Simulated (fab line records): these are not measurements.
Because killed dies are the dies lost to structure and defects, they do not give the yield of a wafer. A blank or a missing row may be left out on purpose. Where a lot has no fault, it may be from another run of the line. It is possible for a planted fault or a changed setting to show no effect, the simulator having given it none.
Lot-split experiment :: flow n5-finfet :: 39 wafers read from 7 lots, route of 1938 steps

== THE SPLIT ITSELF ==
At N5_MOL_CONTACT_COAG_VIA_ETCH_46 (etches SiO2 in C4F6/O2, target depth 46 nm, overetch 9.2 nm, time 40 s), the setting bias-w was moved away from the recipe's 455 W on 12 of the 39 wafers read, by -17.8% to +17.3%. For the rest of the wafers, this setting stayed at what the recipe calls for.

The split's own step is where the reading is taken.

== THE READING ==
rf-vpp-V, in V, at N5_MOL_CONTACT_COAG_VIA_ETCH_46 (etches SiO2 in C4F6/O2, target depth 46 nm, overetch 9.2 nm, time 40 s). A value of 1584 V with a standard deviation of 31 V is what fault-free wafers of this fab line usually give.

wafer: L078.1
tool, chamber at the split: rie-diel-05, 0
bias-w as run, W: 533.5
against the recipe: +17.3%
rf-vpp-V, V: 1729
against lot-mates on the recipe: +152

wafer: L078.2
tool, chamber at the split: rie-diel-05, 3
bias-w as run, W: 533.5
against the recipe: +17.3%
rf-vpp-V, V: 1724
against lot-mates on the recipe: +147

wafer: L078.3
tool, chamber at the split: rie-diel-05, 1
bias-w as run, W: 455
against the recipe: recipe
rf-vpp-V, V: 1555
against lot-mates on the recipe: -

wafer: L078.4
tool, chamber at the split: rie-diel-05, 2
bias-w as run, W: 455
against the recipe: recipe
rf-vpp-V, V: 1621
against lot-mates on the recipe: -

wafer: L078.5
tool, chamber at the split: rie-diel-05, 1
bias-w as run, W: 455
against the recipe: recipe
rf-vpp-V, V: 1556
against lot-mates on the recipe: -

wafer: L078.6
tool, chamber at the split: rie-diel-05, 0
bias-w as run, W: 533.5
against the recipe: +17.3%
rf-vpp-V, V: 1730
against lot-mates on the recipe: +153

wafer: L083.1
tool, chamber at the split: rie-diel-03, 1
bias-w as run, W: 455
against the recipe: recipe
rf-vpp-V, V: 1574
against lot-mates on the recipe: -

wafer: L083.2
tool, chamber at the split: rie-diel-03, 0
bias-w as run, W: 455
against the recipe: recipe
rf-vpp-V, V: 1604
against lot-mates on the recipe: -

wafer: L083.3
tool, chamber at the split: rie-diel-03, 2
bias-w as run, W: 455
against the recipe: recipe
rf-vpp-V, V: 1578
against lot-mates on the recipe: -

wafer: L083.4
tool, chamber at the split: rie-diel-03, 2
bias-w as run, W: 455
against the recipe: recipe
rf-vpp-V, V: 1577
against lot-mates on the recipe: -

wafer: L083.5
tool, chamber at the split: rie-diel-03, 1
bias-w as run, W: 455
against the recipe: recipe
rf-vpp-V, V: 1573
against lot-mates on the recipe: -

wafer: L083.6
tool, chamber at the split: rie-diel-03, 0
bias-w as run, W: 455
against the recipe: recipe
rf-vpp-V, V: 1603
against lot-mates on the recipe: -

wafer: L084.1
tool, chamber at the split: rie-diel-01, 3
bias-w as run, W: 374
against the recipe: -17.8%
rf-vpp-V, V: 1350
against lot-mates on the recipe: -251

wafer: L084.2
tool, chamber at the split: rie-diel-01, 0
bias-w as run, W: 374
against the recipe: -17.8%
rf-vpp-V, V: 1387
against lot-mates on the recipe: -214

wafer: L084.3
tool, chamber at the split: rie-diel-01, 2
bias-w as run, W: 374
against the recipe: -17.8%
rf-vpp-V, V: 1399
against lot-mates on the recipe: -202

wafer: L084.4
tool, chamber at the split: rie-diel-01, 1
bias-w as run, W: 455
against the recipe: recipe
rf-vpp-V, V: 1628
against lot-mates on the recipe: -

wafer: L084.5
tool, chamber at the split: rie-diel-01, 0
bias-w as run, W: 455
against the recipe: recipe
rf-vpp-V, V: 1607
against lot-mates on the recipe: -

wafer: L084.6
tool, chamber at the split: rie-diel-01, 3
bias-w as run, W: 455
against the recipe: recipe
rf-vpp-V, V: 1567
against lot-mates on the recipe: -

wafer: L090.2
tool, chamber at the split: rie-diel-03, 3
bias-w as run, W: 455
against the recipe: recipe
rf-vpp-V, V: 1587
against lot-mates on the recipe: -

wafer: L090.3
tool, chamber at the split: rie-diel-03, 0
bias-w as run, W: 455
against the recipe: recipe
rf-vpp-V, V: 1603
against lot-mates on the recipe: -

wafer: L090.6
tool, chamber at the split: rie-diel-03, 2
bias-w as run, W: 455
against the recipe: recipe
rf-vpp-V, V: 1578
against lot-mates on the recipe: -

wafer: L091.1
tool, chamber at the split: rie-diel-01, 1
bias-w as run, W: 455
against the recipe: recipe
rf-vpp-V, V: 1626
against lot-mates on the recipe: -

wafer: L091.2
tool, chamber at the split: rie-diel-01, 3
bias-w as run, W: 455
against the recipe: recipe
rf-vpp-V, V: 1566
against lot-mates on the recipe: -

wafer: L091.3
tool, chamber at the split: rie-diel-01, 2
bias-w as run, W: 386.5
against the recipe: -15.1%
rf-vpp-V, V: 1436
against lot-mates on the recipe: -169

wafer: L091.4
tool, chamber at the split: rie-diel-01, 0
bias-w as run, W: 386.5
against the recipe: -15.1%
rf-vpp-V, V: 1421
against lot-mates on the recipe: -184

wafer: L091.5
tool, chamber at the split: rie-diel-01, 3
bias-w as run, W: 386.5
against the recipe: -15.1%
rf-vpp-V, V: 1383
against lot-mates on the recipe: -222

wafer: L091.6
tool, chamber at the split: rie-diel-01, 2
bias-w as run, W: 455
against the recipe: recipe
rf-vpp-V, V: 1623
against lot-mates on the recipe: -

wafer: L095.1
tool, chamber at the split: rie-diel-03, 3
bias-w as run, W: 455
against the recipe: recipe
rf-vpp-V, V: 1588
against lot-mates on the recipe: -

wafer: L095.2
tool, chamber at the split: rie-diel-03, 1
bias-w as run, W: 455
against the recipe: recipe
rf-vpp-V, V: 1574
against lot-mates on the recipe: -

wafer: L095.3
tool, chamber at the split: rie-diel-03, 2
bias-w as run, W: 455
against the recipe: recipe
rf-vpp-V, V: 1578
against lot-mates on the recipe: -

wafer: L095.4
tool, chamber at the split: rie-diel-03, 0
bias-w as run, W: 455
against the recipe: recipe
rf-vpp-V, V: 1604
against lot-mates on the recipe: -

wafer: L095.5
tool, chamber at the split: rie-diel-03, 2
bias-w as run, W: 455
against the recipe: recipe
rf-vpp-V, V: 1576
against lot-mates on the recipe: -

wafer: L095.6
tool, chamber at the split: rie-diel-03, 3
bias-w as run, W: 455
against the recipe: recipe
rf-vpp-V, V: 1589
against lot-mates on the recipe: -

wafer: L096.1
tool, chamber at the split: rie-diel-05, 3
bias-w as run, W: 523.7
against the recipe: +15.1%
rf-vpp-V, V: 1702
against lot-mates on the recipe: +133

wafer: L096.2
tool, chamber at the split: rie-diel-05, 2
bias-w as run, W: 523.7
against the recipe: +15.1%
rf-vpp-V, V: 1798
against lot-mates on the recipe: +229

wafer: L096.3
tool, chamber at the split: rie-diel-05, 1
bias-w as run, W: 455
against the recipe: recipe
rf-vpp-V, V: 1553
against lot-mates on the recipe: -

wafer: L096.4
tool, chamber at the split: rie-diel-05, 1
bias-w as run, W: 523.7
against the recipe: +15.1%
rf-vpp-V, V: 1726
against lot-mates on the recipe: +157

wafer: L096.5
tool, chamber at the split: rie-diel-05, 3
bias-w as run, W: 455
against the recipe: recipe
rf-vpp-V, V: 1534
against lot-mates on the recipe: -

wafer: L096.6
tool, chamber at the split: rie-diel-05, 2
bias-w as run, W: 455
against the recipe: recipe
rf-vpp-V, V: 1620
against lot-mates on the recipe: -

THE FIT
A straight line over all 39 wafers: rf-vpp-V changes by +10.4 V for each +1% of bias-w; r = +0.96; the points scatter about the line by 28 V.
The same after taking each lot's own level away (the mean of its wafers on the recipe; 39 wafers): +11.3 V for each +1%; r = +0.97; scatter 28 V.
The reading moves by 2e+02 V for the largest change in bias-w, on that fit.
Measured against the standard deviation above, the lots' own levels, which go from 1569.0 to 1605.0 V, span 1.2 times it.
So the lot-to-lot level changes the slope little: the two slopes agree.
Check: -201 V against its lot-mates is what the line predicts for one of the wafers moved furthest among these (-17.8%) when that wafer is left out of the fit. It came out at -251 V against them.
Tool readings at the split's step, against how far the setting was moved: rf-vpp-V r = +0.96.

== FURTHER SPLITS ON THESE WAFERS ==
Before the reading, these wafers also passed through other splits. Each is held against what the fit with the lots' levels taken away leaves over:
other split on the same wafers: N5_FIN_SAQP_SPACER1_ALD_24 temp-c
wafers away from the commonest value: 18
r with rf-vpp-V (lot level and that fit taken away): -0.09

other split on the same wafers: N5_DUMMY_GATE_ETCH_31 target-depth-a
wafers away from the commonest value: 15
r with rf-vpp-V (lot level and that fit taken away): -0.05

other split on the same wafers: N5_SD_EPI_P_ETCH_36 bias-w
wafers away from the commonest value: 9
r with rf-vpp-V (lot level and that fit taken away): -0.10

== FILE'S OWN FIT ==
rf-vpp-V changes by +11.3 V for each +1% of bias-w, r = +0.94.
